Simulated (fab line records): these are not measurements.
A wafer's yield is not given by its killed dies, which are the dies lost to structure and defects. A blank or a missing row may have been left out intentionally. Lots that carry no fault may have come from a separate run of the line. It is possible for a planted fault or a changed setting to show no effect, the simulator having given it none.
2 desks, one fault ; flow n5_finfet ; each desk holds nothing but its own numbers, with what lay behind them at the end

AT THE TOOL OWNER'S DESK: rie_diel-02
The tool's own readings at N5_BEOL_M15_ETCH_57 (etches SOC in N2/H2, time 750 s): means of the sampled wafers that have a number, for each lot that ran on this tool. Any lot whose mean is over 4 standard deviations away from the usual mean is out of limits and marked OUT; that distance is given in the brackets.
Columns: A = drypump_motor_current_A at N5_BEOL_M15_ETCH_57, usual 5.7 A; B = oes_product_au at N5_BEOL_M15_ETCH_57, usual 0.78 a.u.; C = rf_vpp_V at N5_BEOL_M15_ETCH_57, usual 525.4 V; D = showerhead_plenum_p_Torr at N5_BEOL_M15_ETCH_57, usual 2.60 Torr; E = throttle_valve_pct at N5_BEOL_M15_ETCH_57, usual 17.84 %
lot;first seen here;A;B;C;D;E
L613;day 12 11:46;5.2;0.78;527.7;2.65;17.79
L615;day 13 04:29;5.3;0.84;527.3;2.67;17.85
L618;day 14 14:59;5.5;0.91;526.6;2.66;18.12
L620;day 14 15:43;5.3;0.91;528.1;2.67;17.87
L622;day 14 20:25;5.7;0.89;528.5;2.71;18.18
Result from this desk: across the 5 lots, nothing is out of limits.

THE METROLOGY DESK
What the gauges read, lot by lot, whatever tool the lot ran on: means of the sampled wafers that have a number. Any lot whose mean is over 4 standard deviations away from the usual mean is out of limits and marked OUT; that distance is given in the brackets.
Columns: A = M15_ILD_THK at N5_BEOL_M15_THK_MEAS_01, usual 1632 nm; B = M15_OVL at N5_BEOL_M15_OVL_MEAS_29, usual -5 nm
lot;first seen here;A;B
L608;day 11 05:45;1637;-5
L609;day 11 06:02;1634;-7
L610;day 11 19:32;1614;-4
L611;day 11 20:46;1619;-8
L612;day 12 01:20;1623;-11
L613;day 12 10:46;1628;-7
L615;day 13 03:29;1616;-3
L618;day 14 13:46;1638;-15
L620;day 14 14:08;1632;-5
L622;day 14 18:55;1574;-9
L623;day 15 05:03;1647;-8
L629;day 17 00:29;1620;-4
Result from this desk: across the 12 lots, nothing is out of limits.

PUT TOGETHER
Nothing out of limits was seen by the tool owner's desk.
From the metrology desk's view, nothing was out of limits.

WHAT WAS PUT IN BY THE SIMULATOR
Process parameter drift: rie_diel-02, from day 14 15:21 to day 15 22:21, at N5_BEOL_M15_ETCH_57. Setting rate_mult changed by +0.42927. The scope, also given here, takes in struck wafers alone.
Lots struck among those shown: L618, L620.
